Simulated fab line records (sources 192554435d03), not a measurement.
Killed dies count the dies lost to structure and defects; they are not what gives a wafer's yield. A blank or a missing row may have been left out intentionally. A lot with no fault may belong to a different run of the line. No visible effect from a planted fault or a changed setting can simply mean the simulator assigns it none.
Split-lot experiment + flow n5 finfet + on a route of 1938 steps: 7 lots, 21 wafers read

THE SPLIT ITSELF
At N5_PASSIVATION_PASS_ETCH_47 (etches SiNx in CF4/O2, target depth 770 nm, time 385 s), the setting source w was moved away from the recipe's 535 W on 11 of the 21 wafers read, by -13.6% to +15.1%. All remaining wafers had this setting at the recipe value.

The reading comes from the split's own step.

THE READING
rf vpp V, in V, at N5_PASSIVATION_PASS_ETCH_47 (etches SiNx in CF4/O2, target depth 770 nm, time 385 s). Typical for fault-free wafers on this fab line: 240 V, with standard deviation 3.8 V.

| wafer  | tool, chamber at the split | source w as run, W | against the recipe | rf vpp V, V | against lot-mates on the recipe |
|--------|----------------------------|--------------------|--------------------|-------------|---------------------------------|
| L077.2 | rie diel-03, 0             | 535                | recipe             | 244         | -                               |
| L077.3 | rie diel-03, 3             | 600.2              | +12.2%             | 221         | -19                             |
| L077.4 | rie diel-03, 1             | 535                | recipe             | 236         | -                               |
| L084.1 | rie diel-06, 1             | 535                | recipe             | 243         | -                               |
| L084.2 | rie diel-06, 2             | 535                | recipe             | 243         | -                               |
| L084.4 | rie diel-06, 3             | 535                | recipe             | 236         | -                               |
| L086.2 | rie diel-06, 2             | 594.4              | +11.1%             | 230         | no lot-mate on the recipe       |
| L086.4 | rie diel-06, 1             | 594.4              | +11.1%             | 229         | no lot-mate on the recipe       |
| L086.6 | rie diel-06, 2             | 594.4              | +11.1%             | 229         | no lot-mate on the recipe       |
| L087.1 | rie diel-03, 0             | 613.7              | +14.7%             | 228         | no lot-mate on the recipe       |
| L087.2 | rie diel-03, 3             | 613.7              | +14.7%             | 219         | no lot-mate on the recipe       |
| L087.6 | rie diel-03, 2             | 613.7              | +14.7%             | 222         | no lot-mate on the recipe       |
| L093.4 | rie diel-06, 1             | 535                | recipe             | 240         | -                               |
| L093.5 | rie diel-06, 2             | 535                | recipe             | 243         | -                               |
| L093.6 | rie diel-06, 0             | 535                | recipe             | 247         | -                               |
| L096.2 | rie diel-06, 0             | 615.7              | +15.1%             | 228         | -17                             |
| L096.4 | rie diel-06, 2             | 615.7              | +15.1%             | 224         | -21                             |
| L096.6 | rie diel-06, 0             | 535                | recipe             | 245         | -                               |
| L097.1 | rie diel-03, 0             | 462.4              | -13.6%             | 264         | +30                             |
| L097.3 | rie diel-03, 3             | 535                | recipe             | 234         | -                               |
| L097.4 | rie diel-03, 1             | 462.4              | -13.6%             | 255         | +21                             |

FIT RESULTS
A straight line over all 21 wafers: rf vpp V changes by -1.22 V for each +1% of source w; r = -0.94; the points scatter about the line by 4.1 V.
The same after taking each lot's own level away (the mean of its wafers on the recipe; 15 wafers): -1.56 V for each +1%; r = -0.96; scatter 3.9 V.
According to that fit, moving source w by its largest amount changes the reading by 24 V.
The span of the lots' own levels, 234.0 to 245.0 V, comes to 2.9 times the standard deviation stated above.
So the lot-to-lot level changes the slope: the two fits differ.
Check: with one of the wafers moved furthest among these (+15.1%) left out of the fit, the line predicts -24.3 V for it against its lot-mates. Against them it came out at -17 V.
Tool readings at the split's step, against how far the setting was moved: rf vpp V r = -0.94.

ADDITIONAL SPLITS CARRIED BY THESE WAFERS
Other splits were also applied to these wafers ahead of the reading. Each is held against what the fit with the lots' levels taken away leaves over:
| other split on the same wafers     | wafers away from the commonest value | r with rf vpp V (lot level and that fit taken away) |
|------------------------------------|--------------------------------------|-----------------------------------------------------|
| N5_BEOL_M14_TRENCH_ETCH_34 time s  | 3                                    | +0.09                                               |
| N5_MIM_TOP_LITHO_EXPOSE_05 dose mj | 9                                    | +0.24                                               |
| N5_MIM_TOP_LITHO_DESCUM_10 time s  | 8                                    | -0.20                                               |

THE WHOLE CHAIN: every reading that the file lists as answering this split, in the file's order
| step                        | what it does                                           | reading                                                        | change (the file's fit)              | r (the file's) |
|-----------------------------|--------------------------------------------------------|----------------------------------------------------------------|--------------------------------------|----------------|
| N5_PASSIVATION_PASS_ETCH_47 | etches SiNx in CF4/O2, target depth 770 nm, time 385 s | rf vpp V                                                       | -1.52 V for each +1% of the setting  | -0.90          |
| N5_PASSIVATION_PASS_ETCH_47 | etches SiNx in CF4/O2, target depth 770 nm, time 385 s | etch.depth nm (the simulator's own value, which no gauge read) | +9.22 nm for each +1% of the setting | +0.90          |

FILE'S OWN FIT
rf vpp V changes by -1.52 V for each +1% of source w, r = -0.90.
